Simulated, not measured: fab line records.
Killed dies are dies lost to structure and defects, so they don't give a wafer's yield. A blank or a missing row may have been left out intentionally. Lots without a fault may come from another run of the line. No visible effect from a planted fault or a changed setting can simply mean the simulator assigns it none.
Which tool was responsible? | flow n5-finfet | Sampling: 12 lots, 36 wafers, 5 of 1938 route steps

WHAT THE GAUGES READ, wafer by wafer
N5_BEOL_M4_RC_MEAS_101. Usual: DIBL_N 36.3 mV/V, standard deviation 1; DIBL_P 36.2 mV/V, standard deviation 1.4; IOFF_N 0.157 nA/um, standard deviation 0.021; IOFF_P 0.206 nA/um, standard deviation 0.025; ION_N 673 uA/um, standard deviation 9; ION_P 461 uA/um, standard deviation 6.4; SS_N 71.5 mV/dec, standard deviation 0.5; SS_P 73.2 mV/dec, standard deviation 0.47; VT_N 249.9 mV, standard deviation 2.4; VT_P -250.6 mV, standard deviation 2.9.
lot  | measured     | on        | DIBL_N (mV/V)  | DIBL_P (mV/V)  | IOFF_N (nA/um)    | IOFF_P (nA/um)    | ION_N (uA/um) | ION_P (uA/um) | SS_N (mV/dec)  | SS_P (mV/dec)  | VT_N (mV)         | VT_P (mV)            | flag
L280 | day 8 00:16  | prober-01 | 35.0 35.3 35.6 | 35.5 34.7 35.7 | 0.131 0.128 0.131 | 0.174 0.170 0.179 | 674 664 665   | 456 452 456   | 71.2 71.7 70.8 | 72.7 73.0 72.5 | 252.7 252.4 254.0 | -254.4 -255.1 -254.1 |
L281 | day 8 05:33  | prober-01 | 35.3 37.3 34.9 | 34.4 37.2 34.2 | 0.136 0.170 0.129 | 0.177 0.217 0.175 | 671 682 668   | 462 467 461   | 70.8 71.2 70.1 | 73.1 74.0 73.2 | 250.8 248.2 250.4 | -251.1 -250.9 -252.8 |
L282 | day 8 10:10  | prober-02 | 36.3 35.5 37.9 | 36.9 36.1 38.2 | 0.150 0.134 0.171 | 0.209 0.194 0.225 | 659 657 669   | 457 452 461   | 71.7 71.6 72.7 | 72.9 73.6 74.3 | 252.3 255.2 250.0 | -251.1 -251.2 -252.0 |
L285 | day 9 07:38  | prober-02 | 36.7 35.1 35.3 | 37.4 36.1 36.2 | 0.170 0.145 0.144 | 0.224 0.196 0.196 | 669 665 661   | 464 456 458   | 72.4 71.5 70.9 | 73.5 73.2 73.4 | 247.3 251.9 251.8 | -249.1 -252.0 -252.4 |
L288 | day 9 14:26  | prober-02 | 36.2 36.6 36.2 | 35.7 35.6 35.8 | 0.148 0.154 0.151 | 0.186 0.178 0.182 | 673 675 677   | 457 456 467   | 71.8 71.9 71.1 | 73.9 72.4 73.3 | 250.7 248.6 250.7 | -252.1 -251.9 -252.5 |
L292 | day 10 21:08 | prober-02 | 37.0 37.3 37.2 | 37.4 37.7 38.3 | 0.161 0.164 0.170 | 0.206 0.208 0.222 | 671 668 687   | 460 455 462   | 71.6 72.2 72.1 | 73.0 73.4 72.6 | 253.7 250.5 247.8 | -251.2 -253.6 -251.6 |
L293 | day 11 07:20 | prober-01 | 35.0 35.3 36.3 | 34.8 35.0 36.4 | 0.146 0.152 0.173 | 0.197 0.201 0.220 | 674 661 677   | 465 454 459   | 71.1 71.4 71.4 | 72.9 73.1 72.9 | 250.0 254.8 247.7 | -252.0 -248.4 -250.4 |
L294 | day 11 11:57 | prober-01 | 36.6 36.8 36.1 | 36.7 36.7 34.8 | 0.187 0.202 0.169 | 0.259 0.271 0.233 | 685 687 682   | 470 475 471   | 71.7 71.7 71.1 | 73.0 72.9 72.7 | 247.2 243.5 247.3 | -244.2 -244.8 -248.5 |
L298 | day 12 07:06 | prober-01 | 37.3 37.6 36.7 | 38.0 38.4 36.6 | 0.173 0.181 0.157 | 0.249 0.255 0.226 | 690 685 674   | 471 480 466   | 72.1 72.4 72.5 | 73.8 73.7 72.7 | 249.4 245.4 247.9 | -244.6 -244.6 -248.5 |
L299 | day 12 17:07 | prober-02 | 37.5 35.4 35.9 | 35.7 34.3 34.6 | 0.148 0.120 0.132 | 0.179 0.157 0.162 | 665 667 660   | 448 455 455   | 71.8 70.2 72.1 | 73.4 72.9 72.3 | 251.7 252.6 252.5 | -255.2 -255.0 -255.7 |
L300 | day 12 23:17 | prober-01 | 35.8 34.6 35.3 | 36.5 35.0 35.7 | 0.162 0.136 0.152 | 0.227 0.198 0.210 | 680 670 677   | 469 467 468   | 71.4 71.5 71.4 | 74.0 72.7 73.7 | 245.4 251.9 251.6 | -247.4 -251.0 -245.4 |
L301 | day 13 01:10 | prober-01 | 35.8 36.5 35.6 | 34.6 34.8 34.3 | 0.141 0.147 0.142 | 0.206 0.210 0.208 | 679 665 681   | 470 463 472   | 71.0 71.5 71.0 | 73.2 72.5 72.6 | 250.3 248.9 250.8 | -247.9 -246.2 -247.9 |

WHICH TOOL RAN EACH LOT (tool, then ch and the chambers of the sampled wafers, then the start)
lot  | N5_BEOL_M2_SPUTTER_79        | N5_BEOL_M2_ANNEAL_87         | N5_BEOL_M2_ANNEAL_89         | N5_BEOL_M2_SPUTTER_96
L280 | pvd-sputter-03, day 6 19:28  | pvd-sputter-03, day 6 19:59  | pvd-sputter-03, day 6 20:13  | pvd-sputter-03, day 6 21:01
L281 | pvd-sputter-03, day 7 05:10  | pvd-sputter-03, day 7 05:41  | pvd-sputter-03, day 7 05:54  | pvd-sputter-03, day 7 06:42
L282 | pvd-sputter-02, day 7 08:33  | pvd-sputter-02, day 7 09:04  | pvd-sputter-02, day 7 09:17  | pvd-sputter-02, day 7 10:05
L285 | pvd-sputter-03, day 7 23:49  | pvd-sputter-03, day 8 00:20  | pvd-sputter-03, day 8 00:34  | pvd-sputter-03, day 8 01:22
L288 | pvd-sputter-02, day 8 12:34  | pvd-sputter-02, day 8 13:05  | pvd-sputter-02, day 8 13:19  | pvd-sputter-02, day 8 14:07
L292 | pvd-sputter-01, day 9 14:46  | pvd-sputter-01, day 9 15:17  | pvd-sputter-01, day 9 15:30  | pvd-sputter-01, day 9 16:18
L293 | pvd-sputter-02, day 10 11:40 | pvd-sputter-02, day 10 12:11 | pvd-sputter-02, day 10 12:25 | pvd-sputter-02, day 10 13:13
L294 | pvd-sputter-01, day 10 15:56 | pvd-sputter-01, day 10 16:28 | pvd-sputter-01, day 10 16:41 | pvd-sputter-01, day 10 17:29
L298 | pvd-sputter-01, day 11 08:55 | pvd-sputter-01, day 11 09:26 | pvd-sputter-01, day 11 09:39 | pvd-sputter-01, day 11 10:27
L299 | pvd-sputter-01, day 11 17:20 | pvd-sputter-01, day 11 17:51 | pvd-sputter-01, day 11 18:04 | pvd-sputter-01, day 11 18:52
L300 | pvd-sputter-02, day 11 19:52 | pvd-sputter-02, day 11 20:27 | pvd-sputter-02, day 11 20:42 | pvd-sputter-02, day 11 21:36
L301 | pvd-sputter-01, day 12 06:06 | pvd-sputter-01, day 12 06:37 | pvd-sputter-01, day 12 06:50 | pvd-sputter-01, day 12 07:38
- N5_BEOL_M2_SPUTTER_79: material Cu, target thk 4.5 nm, time 8.29 s.
- N5_BEOL_M2_ANNEAL_87: time 240 s.
- N5_BEOL_M2_ANNEAL_89: time 240 s.
- N5_BEOL_M2_SPUTTER_96: material Cu, target thk 4.5 nm, time 8.29 s.

AS READ BY THE TOOLS THEMSELVES (means over the sampled wafers that have a number; for cases with no such wafer, the mark the record gives instead)
N5_BEOL_M2_SPUTTER_79. Usual: chamber-pressure-pa 0.06999 Pa, standard deviation 0.00014; chuck-gas-flow-sccm 1.26 sccm, standard deviation 0.052; throttle-valve-pct 29.8 %, standard deviation 1.3.
lot  | tool           | chamber-pressure-pa (Pa) | chuck-gas-flow-sccm (sccm) | throttle-valve-pct (%) | flag
L280 | pvd-sputter-03 | 0.06996                  | 1.28                       | 30.3                   |
L281 | pvd-sputter-03 | 0.07002                  | 1.25                       | 30.1                   |
L282 | pvd-sputter-02 | 0.07003                  | 1.34                       | 29.1                   |
L285 | pvd-sputter-03 | 0.06995                  | 1.25                       | 30.2                   |
L288 | pvd-sputter-02 | 0.07003                  | 1.22                       | 28.9                   |
L292 | pvd-sputter-01 | 0.06997                  | 1.27                       | 29.8                   |
L293 | pvd-sputter-02 | 0.07004                  | 1.30                       | 29.6                   |
L294 | pvd-sputter-01 | 0.06999                  | 1.26                       | 29.6                   |
L298 | pvd-sputter-01 | 0.07001                  | 1.23                       | 29.3                   |
L299 | pvd-sputter-01 | 0.07003                  | 1.27                       | 28.9                   |
L300 | pvd-sputter-02 | 0.06995                  | 1.26                       | 29.1                   |
L301 | pvd-sputter-01 | 0.07009                  | 1.26                       | 30.2                   |

N5_BEOL_M2_ANNEAL_87. Usual: heater-power-w reads 850 W (standard deviation 85).
lot  | tool           | heater-power-w (W) | flag
L280 | pvd-sputter-03 | 838                |
L281 | pvd-sputter-03 | 820                |
L282 | pvd-sputter-02 | 897                |
L285 | pvd-sputter-03 | 925                |
L288 | pvd-sputter-02 | 764                |
L292 | pvd-sputter-01 | 858                |
L293 | pvd-sputter-02 | 951                |
L294 | pvd-sputter-01 | 815                |
L298 | pvd-sputter-01 | 825                |
L299 | pvd-sputter-01 | 784                |
L300 | pvd-sputter-02 | 889                |
L301 | pvd-sputter-01 | 895                |

N5_BEOL_M2_ANNEAL_89. Usual: heater-power-w reads 853 W (standard deviation 87).
lot  | tool           | heater-power-w (W) | flag
L280 | pvd-sputter-03 | 848                |
L281 | pvd-sputter-03 | 830                |
L282 | pvd-sputter-02 | 893                |
L285 | pvd-sputter-03 | 928                |
L288 | pvd-sputter-02 | 765                |
L292 | pvd-sputter-01 | 865                |
L293 | pvd-sputter-02 | 951                |
L294 | pvd-sputter-01 | 835                |
L298 | pvd-sputter-01 | 823                |
L299 | pvd-sputter-01 | 788                |
L300 | pvd-sputter-02 | 898                |
L301 | pvd-sputter-01 | 902                |

N5_BEOL_M2_SPUTTER_96. Usual: chamber-pressure-pa 0.07 Pa, standard deviation 0.00014; chuck-gas-flow-sccm 1.26 sccm, standard deviation 0.056; throttle-valve-pct 29.8 %, standard deviation 1.3.
lot  | tool           | chamber-pressure-pa (Pa) | chuck-gas-flow-sccm (sccm) | throttle-valve-pct (%) | flag
L280 | pvd-sputter-03 | 0.07                     | 1.28                       | 30.2                   |
L281 | pvd-sputter-03 | 0.07                     | 1.27                       | 29.9                   |
L282 | pvd-sputter-02 | 0.07                     | 1.29                       | 29.2                   |
L285 | pvd-sputter-03 | 0.07                     | 1.30                       | 30.4                   |
L288 | pvd-sputter-02 | 0.07                     | 1.23                       | 29.0                   |
L292 | pvd-sputter-01 | -                        | -                          | -                      | OFF
L293 | pvd-sputter-02 | -                        | -                          | -                      | OFF
L294 | pvd-sputter-01 | -                        | -                          | -                      | OFF
L298 | pvd-sputter-01 | 0.07                     | 1.28                       | 29.3                   |
L299 | pvd-sputter-01 | 0.07                     | 1.25                       | 28.9                   |
L300 | pvd-sputter-02 | 0.07                     | 1.25                       | 29.1                   |
L301 | pvd-sputter-01 | 0.07                     | 1.26                       | 30.2                   |

THE ANSWER, worked out from the rows above alone
Rule: take the mean of a lot's wafers that have a number; if it is more than 3 standard deviations from the usual mean, the lot is off. Also off: a lot with no number at a reading for which 4 or more lots have one. Where the step has rows for the other lots, those lots are counted as sound. The gauges are gone through in route order, then the tools' own readings, and for those a lot's mean is taken as printed above. At the first step where some lot is off, the reading lying furthest off is the one used; lots without a number count as furthest.
Off: L292, L293, L294 (N5_BEOL_M2_SPUTTER_96, chamber-pressure-pa). Without a number there: L292, L293, L294.
A tool fits if, at that step or a process step before it, it ran every lot that is off, and no sound lot after the first of them. None of those tried fits.

WHAT HAD BEEN PUT IN BY THE SIMULATOR
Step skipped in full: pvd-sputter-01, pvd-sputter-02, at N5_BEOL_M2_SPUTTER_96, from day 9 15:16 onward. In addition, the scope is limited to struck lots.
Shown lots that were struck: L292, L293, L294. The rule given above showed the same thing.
